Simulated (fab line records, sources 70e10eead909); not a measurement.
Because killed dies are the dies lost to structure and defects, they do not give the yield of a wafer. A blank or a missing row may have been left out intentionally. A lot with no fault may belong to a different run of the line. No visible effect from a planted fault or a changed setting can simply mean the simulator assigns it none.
Shared-tool check + flow nand_harc + 14 lots and 42 wafers in the sample

== REASON FOR OPENING ==
At NHARC_A_M1_CD_MEAS_09 the reading cd_nm is flagged on 2 of 14 lots. Wafers without a fault read 119.7 nm, standard deviation 0.8.
Rule: a lot gets a flag if all its wafers with a number sit over 4 standard deviations from that mean, or if no wafer of it has a number. The other lots count as sound.

| lot  | measured     | on        | cd_nm (nm), wafer by wafer | flag    |
|------|--------------|-----------|----------------------------|---------|
| L128 | day 17 23:13 | cd_sem-02 | 121.0 119.4 119.9          |         |
| L131 | day 18 01:33 | cd_sem-03 | 119.9 120.1 120.0          |         |
| L132 | day 18 03:14 | cd_sem-02 | 117.7 119.4 119.1          |         |
| L133 | day 18 09:06 | cd_sem-02 | 119.4 119.3 119.7          |         |
| L130 | day 18 12:05 | cd_sem-02 | 119.8 119.6 120.0          |         |
| L134 | day 18 18:08 | cd_sem-02 | 119.2 119.8 117.9          |         |
| L135 | day 19 13:18 | cd_sem-02 | 118.4 120.2 120.1          |         |
| L138 | day 19 18:02 | cd_sem-03 | 120.2 119.6 119.9          |         |
| L136 | day 20 02:35 | cd_sem-01 | 120.4 120.4 119.0          |         |
| L141 | day 20 13:59 | cd_sem-03 | 120.6 120.2 120.4          |         |
| L139 | day 20 14:59 | cd_sem-01 | 120.5 120.0 120.8          |         |
| L142 | day 21 17:35 | cd_sem-03 | 87.6 86.8 87.6             | FLAGGED |
| L143 | day 21 17:37 | cd_sem-03 | 87.7 88.4 87.5             | FLAGGED |
| L149 | day 22 21:34 | cd_sem-02 | 119.6 119.0 119.9          |         |
The numbers of the flagged lots are 87.6 nm on average: -32.1 nm against the usual, or -40 standard deviations.

== WHICH TOOL EACH LOT WENT THROUGH ==
The record holds 3 process steps before the reading, out of a route of 1159 steps. In each cell: the tool, then ch and the chambers that the sampled wafers went through, then the start.
| lot  | flag    | NHARC_A_M0_DESCUM_14               | NHARC_A_M0_ANNEAL_30             | NHARC_A_M1_PEB_07                 |
|------|---------|------------------------------------|----------------------------------|-----------------------------------|
| L128 |         | rie_diel-07 ch 0,3, day 17 18:21   | rtp_anneal-02 ch 0, day 17 20:06 | litho_track-04 ch 0, day 17 23:08 |
| L131 |         | rie_diel-07 ch 0,3, day 17 21:28   | rtp_anneal-01 ch 0, day 17 23:16 | litho_track-01 ch 0, day 18 01:28 |
| L132 |         | rie_diel-06 ch 1,2, day 17 23:16   | rtp_anneal-02 ch 0, day 18 00:59 | litho_track-06 ch 0, day 18 03:10 |
| L133 |         | rie_diel-06 ch 0,3, day 18 05:02   | rtp_anneal-02 ch 0, day 18 06:58 | litho_track-01 ch 0, day 18 09:01 |
| L130 |         | rie_diel-07 ch 0,1,3, day 18 08:13 | rtp_anneal-02 ch 0, day 18 09:55 | litho_track-06 ch 0, day 18 12:00 |
| L134 |         | rie_diel-07 ch 1,2, day 18 14:17   | rtp_anneal-01 ch 0, day 18 16:04 | litho_track-06 ch 0, day 18 18:04 |
| L135 |         | rie_diel-04 ch 0,1,3, day 19 09:17 | rtp_anneal-01 ch 0, day 19 10:58 | litho_track-06 ch 0, day 19 13:13 |
| L138 |         | rie_diel-07 ch 0,1,3, day 19 14:15 | rtp_anneal-02 ch 0, day 19 15:56 | litho_track-04 ch 0, day 19 17:57 |
| L136 |         | rie_diel-04 ch 1,3, day 19 22:41   | rtp_anneal-01 ch 0, day 20 00:20 | litho_track-06 ch 0, day 20 02:31 |
| L141 |         | rie_diel-04 ch 1,2, day 20 09:52   | rtp_anneal-01 ch 0, day 20 11:45 | litho_track-01 ch 0, day 20 13:55 |
| L139 |         | rie_diel-07 ch 1,2, day 20 11:01   | rtp_anneal-01 ch 0, day 20 12:47 | litho_track-04 ch 0, day 20 14:54 |
| L142 | FLAGGED | rie_diel-04 ch 1,2, day 21 13:08   | rtp_anneal-02 ch 0, day 21 14:47 | litho_track-01 ch 0, day 21 17:30 |
| L143 | FLAGGED | rie_diel-07 ch 0,2, day 21 13:32   | rtp_anneal-02 ch 0, day 21 15:18 | litho_track-01 ch 0, day 21 17:32 |
| L149 |         | rie_diel-07 ch 1,2,3, day 22 17:35 | rtp_anneal-02 ch 0, day 22 19:28 | litho_track-04 ch 0, day 22 21:28 |
What these steps do:
- NHARC_A_M0_DESCUM_14: chemistry O2, time 3 s.
- NHARC_A_M0_ANNEAL_30: time 90 s.
- NHARC_A_M1_PEB_07: peb time 65 s.
- NHARC_A_M1_CD_MEAS_09: target cd 120 nm.

== FLAGGED AGAINST TOTAL, ONE TOOL AT A TIME (gauges that did the reading follow at the end) ==
| step                  | tool           | lots run | flagged | share of the flagged lots | sound lots run after its first flagged lot |
|-----------------------|----------------|----------|---------|---------------------------|--------------------------------------------|
| NHARC_A_M0_DESCUM_14  | rie_diel-04    | 4        | 1       | some                      | 0                                          |
| NHARC_A_M0_DESCUM_14  | rie_diel-06    | 2        | 0       | none                      | -                                          |
| NHARC_A_M0_DESCUM_14  | rie_diel-07    | 8        | 1       | some                      | 1 (L149)                                   |
| NHARC_A_M0_ANNEAL_30  | rtp_anneal-01  | 6        | 0       | none                      | -                                          |
| NHARC_A_M0_ANNEAL_30  | rtp_anneal-02  | 8        | 2       | all                       | 1 (L149)                                   |
| NHARC_A_M1_PEB_07     | litho_track-01 | 5        | 2       | all                       | 0                                          |
| NHARC_A_M1_PEB_07     | litho_track-04 | 4        | 0       | none                      | -                                          |
| NHARC_A_M1_PEB_07     | litho_track-06 | 5        | 0       | none                      | -                                          |
| NHARC_A_M1_CD_MEAS_09 | cd_sem-01      | 2        | 0       | none                      | -                                          |
| NHARC_A_M1_CD_MEAS_09 | cd_sem-02      | 7        | 0       | none                      | -                                          |
| NHARC_A_M1_CD_MEAS_09 | cd_sem-03      | 5        | 2       | all                       | 0                                          |

== WHAT IS ALLOWED BY THE TABLE ==
Every flagged lot was run by 3 rows of the table: rtp_anneal-02 at NHARC_A_M0_ANNEAL_30, litho_track-01 at NHARC_A_M1_PEB_07 and cd_sem-03 at NHARC_A_M1_CD_MEAS_09.
- rtp_anneal-02 at NHARC_A_M0_ANNEAL_30 ran 8 lots, 2 of them flagged. After the first flagged lot (L149), sound lots still ran on it; a lasting fault on the whole tool would not permit that.
- litho_track-01 at NHARC_A_M1_PEB_07 ran 5 lots, 2 of them flagged. Last sound lot L141 at day 20 13:55, first flagged lot L142 at day 21 17:30; a fault beginning in between fits. Its own readings (heater_power_total_W, plate_temp_C) fall more than 4 standard deviations out on all wafers of the flagged lots.
- cd_sem-03 at NHARC_A_M1_CD_MEAS_09 ran 5 lots, 2 of them flagged. Last sound lot L141 at day 20 13:59, first flagged lot L142 at day 21 17:35; a fault beginning in between fits.
These 2 tools cannot be told apart by counting lots, since each of them fits a fault that started at some hour. More lots, or a look at what each step does to the wafer, might.

== WHAT THE SIMULATOR HAD PUT IN ==
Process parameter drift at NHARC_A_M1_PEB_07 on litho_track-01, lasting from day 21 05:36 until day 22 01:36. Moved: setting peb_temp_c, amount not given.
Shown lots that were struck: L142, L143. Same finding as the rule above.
